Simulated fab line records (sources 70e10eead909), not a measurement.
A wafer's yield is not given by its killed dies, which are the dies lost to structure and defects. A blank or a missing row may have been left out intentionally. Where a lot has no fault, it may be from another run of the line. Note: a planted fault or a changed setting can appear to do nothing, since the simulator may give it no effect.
fab line records	flow nand-harc	part 2 of 2: steps 5 to 6 of 6
record lots=23	wafers=69	last-day=33
route steps=1302 shown A_STAIRCASE@671
lots untouched by any fault: they come from a run of this same line in which no faults occurred
start-h: the number of hours between the record's first day and the start of the first shown wafer of the lot	wait-h: how many hours have passed since the lot's step before this one	" as in the row above	L1.1+2: a row that stands for several wafers	- either no value or no given start	* or withheld: withheld	< > ~ a bound
route shown NAME@n: a module of which the file shows steps, and the number in the route of the first	usual: mean/standard deviation taken from wafers without a fault	same: alike in all rows	chamber/n: place in a boat	sites: per-site readings	_std_site: how widely they spread, as a standard deviation	_edge_site: inner sites' mean taken away from outer sites' mean	radius-mm: how far each site lies from the wafer's centre	mask NAME#n: copy n	behind: the tool/chamber that last shaped the wafer	hold: the reason the lot was held/the length of the hold in hours/how it ended	device: the n, p or np transistor that did not switch	end of line: the same wafers' tests at the end of the route	step lacking rows: just its recipe	killed: dies that structure and defects cost at the first sort, which is not the same as the wafer's yield	map: the dies of a wafer, with x for killed, . for not killed, _ for no die there
set.NAME: the setting the step ran with; set.NAME@STEP: the setting that earlier step ran with	model.NAME: the simulator's own value behind a step, which no gauge read
route steps across a sampled set of lots; one table per step, one row per wafer
services: when a tool's chamber went out of use (start-h, in hours from the record's first day, below 0 if earlier), for how many hours, and the reason
## steps
# step NHARC_A_STAIRCASE_ETCH_201
# recipe target-depth-a=1000	time-s=40.5	ion-energy-ev=400	c4f8-flow-sccm=20	o2-flow-sccm=10	ar-flow-sccm=withheld	rf-w=600	bias-w=1000	chemistry=C4F8/O2
# usual oes-product-au=0.943/0.012	rf-vpp-V=897/5.8
lot.wafer	tool	chamber	start-h	wait-h	oes-product-au	rf-hours-counter-h	rf-vpp-V
L074.1	rie-diel-07	1	-	-	0.926	14	896
L074.2	"	0	"	"	0.925	14	893
L074.5	"	2	"	"	0.918	-	900
L075.2	rie-diel-08	2	-	-	0.953	51	897
L075.4	"	3	"	"	0.959	37	906
L075.5	"	2	"	"	0.949	-	897
L077.3	rie-diel-04	0	-	-	0.931	5	905
L077.2	"	1	"	"	0.951	5	894
L077.5	"	3	"	"	0.944	-	898
L078.1	rie-diel-04	3	-	-	0.936	9	896
L078.2	"	1	"	"	0.956	10	895
L078.5	"	3	"	"	0.936	-	895
L079.4	rie-diel-07	0	-	-	0.930	35	890
L079.3	"	1	"	"	0.927	35	895
L079.1	"	2	"	"	0.933	34	900
L080.3	rie-diel-08	0	-	-	0.938	12	898
L080.6	"	1	"	"	0.946	-	903
L080.5	"	3	"	"	0.936	-	904
L081.1	rie-diel-08	0	-	-	0.949	12	898
L081.3	"	1	"	"	0.941	11	904
L081.2	"	3	"	"	0.951	14	905
L082.3	rie-diel-04	2	-	-	0.948	21	888
L082.4	"	3	"	"	0.928	21	898
L082.5	"	0	"	"	0.920	-	906
L083.2	rie-diel-04	0	-	-	0.944	20	906
L083.4	"	1	"	"	0.953	20	895
L083.6	"	0	"	"	0.951	-	906
L084.4	rie-diel-04	2	-	-	0.951	29	887
L084.2	"	1	"	"	0.962	26	893
L084.6	"	3	"	"	0.922	-	897
L085.4	rie-diel-08	2	-	-	0.952	27	895
L085.6	"	0	"	"	0.955	-	896
L085.5	"	1	"	"	0.962	-	905
L086.4	rie-diel-04	2	-	-	0.957	35	887
L086.3	"	3	"	"	0.949	35	896
L086.6	"	1	"	"	0.952	-	894
L087.2	rie-diel-04	0	-	-	0.945	40	905
L087.5	"	1	"	"	0.967	-	894
L087.6	"	2	"	"	0.971	-	888
L089.3	rie-diel-08	0	-	-	0.951	42	896
L089.1	"	2	"	"	0.953	43	896
L089.6	"	0	"	"	0.946	-	898
L088.4	rie-diel-07	3	-	-	0.938	5	900
L088.1	"	2	"	"	0.947	5	903
L088.5	"	0	"	"	0.934	-	889
L090.4	rie-diel-07	0	-	-	0.933	11	891
L090.3	"	3	"	"	0.933	8	899
L090.5	"	0	"	"	0.945	-	889
L092.1	rie-diel-04	3	-	-	0.924	50	896
L092.3	"	2	"	"	0.940	48	886
L092.6	"	3	"	"	0.922	-	896
L091.3	rie-diel-04	0	-	-	0.933	52	905
L091.2	"	1	"	"	0.963	50	893
L091.6	"	3	"	"	0.932	-	897
L093.3	rie-diel-07	0	-	-	0.930	21	891
L093.4	"	1	"	"	0.937	20	894
L093.5	"	0	"	"	0.934	-	889
L094.1	rie-diel-08	3	-	-	0.945	1	905
L094.2	"	1	"	"	0.937	1	903
L094.5	"	3	"	"	0.948	-	904
L095.3	rie-diel-04	1	-	-	0.959	8	896
L095.2	"	2	"	"	0.950	4	888
L095.5	"	1	"	"	0.961	-	894
L096.3	rie-diel-08	1	-	-	0.927	14	904
L096.6	"	2	"	"	0.935	-	895
L096.5	"	3	"	"	0.963	-	903
L097.3	rie-diel-07	1	-	-	0.938	37	892
L097.4	"	0	"	"	0.935	37	890
L097.6	"	1	"	"	0.932	-	893
# step NHARC_A_STAIRCASE_TRIM_235
# recipe time-s=211.2	o2-flow-sccm=500	ar-flow-sccm=0	bias-w=0	chemistry=O2
# usual drypump-motor-current-A=5.9/0.38	mfc-ar-sccm=0.012/0.013	oes-product-au=0.998/0.0098	rf-vpp-V=57.9/0.84	showerhead-plenum-p-Torr=3.58/0.15	throttle-valve-pct=17.036/0.0087
lot.wafer	tool	chamber	start-h	wait-h	drypump-motor-current-A	mfc-ar-sccm	oes-product-au	rf-hours-counter-h	rf-vpp-V	showerhead-plenum-p-Torr	throttle-valve-pct
L074.1	rie-diel-07	3	-	-	4.9	0	0.998	18	57.6	3.65	17.028
L074.2	"	0	"	"	6.4	0.012	0.982	17	57.0	3.39	17.034
L074.5	"	2	"	"	6.2	0.017	0.988	-	58.8	3.67	17.044
L075.4	rie-diel-08	2	-	-	5.6	0	1.003	51	57.9	3.56	17.035
L075.2	"	3	"	"	5.8	0	0.999	37	57.4	3.79	17.048
L075.5	"	1	"	"	5.9	0	1.002	-	56.8	3.78	17.022
L077.2	rie-diel-08	1	-	-	5.9	0	1.010	3	58.3	3.77	17.057
L077.3	"	2	"	"	5.6	0	1.001	3	57.8	3.55	17.040
L077.5	"	1	"	"	5.9	0	1.003	-	56.8	3.77	17.027
L078.1	rie-diel-08	0	-	-	6.2	0	1.009	9	59.2	3.57	17.038
L078.2	"	1	"	"	5.9	0	1.000	8	56.7	3.77	17.035
L078.5	"	3	"	"	5.8	0	1.005	-	59.1	3.78	17.024
L079.1	rie-diel-07	1	-	-	5.9	0.020	0.984	37	57.3	3.48	17.038
L079.4	"	2	"	"	6.1	0.017	0.985	36	58.3	3.66	17.026
L079.3	"	3	"	"	4.9	0	0.980	36	59.1	3.64	17.035
L080.3	rie-diel-04	3	-	-	6.2	0.029	0.984	16	59.5	3.55	17.033
L080.6	"	2	"	"	5.6	0.032	1.000	-	57.3	3.31	17.030
L080.5	"	3	"	"	6.2	0.029	0.989	-	57.9	3.55	17.038
L081.2	rie-diel-07	2	-	-	6.2	0.017	0.974	41	57.4	3.66	17.030
L081.3	"	3	"	"	4.9	0	0.994	41	57.8	3.63	17.026
L081.1	"	0	"	"	6.3	0.012	0.990	44	57.9	3.38	17.028
L082.3	rie-diel-04	0	-	-	6.2	0.002	0.994	21	58.5	3.80	17.038
L082.4	"	1	"	"	5.9	0.037	1.002	21	58.6	3.48	17.041
L082.5	"	3	"	"	6.1	0.029	0.989	-	57.8	3.55	17.025
L083.2	rie-diel-07	2	-	-	6.2	0.017	0.990	46	58.0	3.66	17.013
L083.4	"	1	"	"	5.9	0.020	0.986	49	58.9	3.48	17.028
L083.6	"	3	"	"	4.9	0	0.994	-	57.7	3.63	17.053
L084.2	rie-diel-08	0	-	-	6.2	0	1.005	30	56.7	3.56	17.039
L084.4	"	1	"	"	5.9	0	1.006	29	60.5	3.76	17.031
L084.6	"	2	"	"	5.6	0	0.994	-	56.7	3.54	17.031
L085.4	rie-diel-04	3	-	-	6.1	0.029	0.985	32	58.6	3.54	17.051
L085.6	"	2	"	"	5.6	0.032	1.008	-	57.6	3.30	17.039
L085.5	"	3	"	"	6.1	0.029	0.989	-	59.2	3.54	17.040
L086.4	rie-diel-08	1	-	-	5.9	0	1.003	34	58.6	3.76	17.035
L086.3	"	2	"	"	5.6	0	1.003	34	57.9	3.54	17.046
L086.6	"	2	"	"	5.6	0	1.001	-	57.0	3.54	17.037
L087.2	rie-diel-07	2	-	-	6.1	0.017	1.003	2	58.3	3.65	17.041
L087.6	"	3	"	"	4.9	0	0.994	-	58.0	3.62	17.048
L087.5	"	0	"	"	6.3	0.012	0.986	-	58.3	3.37	17.037
L089.3	rie-diel-08	0	-	-	6.3	0	0.989	44	56.2	3.55	17.039
L089.1	"	2	"	"	5.6	0	1.011	45	57.9	3.53	17.046
L089.6	"	3	"	"	5.8	0	1.003	-	58.6	3.76	17.038
L088.4	rie-diel-04	0	-	-	6.2	0.002	0.993	47	58.2	3.78	17.044
L088.1	"	1	"	"	5.9	0.037	1.021	45	57.4	3.47	17.039
L088.5	"	3	"	"	6.2	0.029	0.998	-	57.7	3.54	17.030
L090.3	rie-diel-04	0	-	-	6.2	0.002	1.003	50	58.2	3.78	17.038
L090.4	"	3	"	"	6.1	0.029	0.995	48	58.2	3.54	17.046
L090.5	"	1	"	"	6.0	0.037	1.021	-	55.9	3.47	17.034
L092.1	rie-diel-04	2	-	-	5.6	0.032	1.003	50	56.8	3.29	17.029
L092.3	"	3	"	"	6.2	0.029	0.997	52	58.6	3.53	17.049
L092.6	"	0	"	"	6.2	0.002	0.994	-	56.8	3.78	17.021
L091.3	rie-diel-08	0	-	-	6.2	0	1.011	51	58.2	3.55	17.042
L091.2	"	1	"	"	5.9	0	1.009	51	58.3	3.75	17.021
L091.6	"	0	"	"	6.3	0	1.006	-	58.1	3.55	17.037
L093.3	rie-diel-07	0	-	-	6.3	0.012	0.996	22	56.2	3.36	17.034
L093.4	"	2	"	"	6.2	0.017	1.008	18	57.4	3.64	17.056
L093.5	"	3	"	"	5.0	0	0.994	-	58.6	3.61	17.043
L094.1	rie-diel-04	0	-	-	6.2	0.002	0.999	9	58.6	3.77	17.050
L094.2	"	2	"	"	5.6	0.032	0.998	3	57.3	3.29	17.045
L094.5	"	0	"	"	6.2	0.002	0.988	-	57.6	3.77	17.021
L095.3	rie-diel-04	2	-	-	5.6	0.032	0.984	4	58.1	3.29	17.030
L095.2	"	3	"	"	6.1	0.029	0.990	11	58.9	3.53	17.028
L095.5	"	1	"	"	6.0	0.037	1.003	-	57.1	3.46	17.039
L096.3	rie-diel-07	2	-	-	6.2	0.017	1.001	37	57.3	3.63	17.034
L096.5	"	3	"	"	5.0	0	0.996	-	57.7	3.60	17.032
L096.6	"	0	"	"	6.4	0.012	0.989	-	57.7	3.35	17.040
L097.4	rie-diel-08	0	-	-	6.3	0	0.996	13	57.5	3.54	17.036
L097.3	"	3	"	"	5.8	0	1.004	14	58.2	3.74	17.043
L097.6	"	1	"	"	5.9	0	0.996	-	58.5	3.73	17.031
## services
tool	chamber	start-h	hours	kind
rie-diel-04	0	328.74	-	consumable-replace:focus-ring
rie-diel-04	0	328.74	9.0	scheduled-down
rie-diel-04	0	328.74	9.0	vent-cycle
rie-diel-04	1	337.62	-	clean
rie-diel-04	2	337.62	-	clean
rie-diel-04	3	337.62	-	clean
rie-diel-04	2	338.78	6.7	repair
rie-diel-04	-	357.44	9.0	pm
rie-diel-04	0	357.44	9.0	vent-cycle
rie-diel-04	1	357.44	9.0	vent-cycle
rie-diel-04	2	357.44	9.0	vent-cycle
rie-diel-04	3	357.44	9.0	vent-cycle
rie-diel-04	0	366.44	-	clean
rie-diel-04	0	366.44	-	consumable-replace:showerhead
rie-diel-04	1	366.44	-	clean
rie-diel-04	2	366.44	-	clean
rie-diel-08	-	368.00	9.0	pm
rie-diel-08	2	400.04	4.7	repair
rie-diel-08	-	404.81	0.3	repair
rie-diel-07	-	473.84	9.0	pm
rie-diel-08	3	509.73	6.1	repair
rie-diel-04	-	534.44	9.0	pm
rie-diel-08	-	545.00	9.0	pm
rie-diel-04	1	581.89	3.3	repair
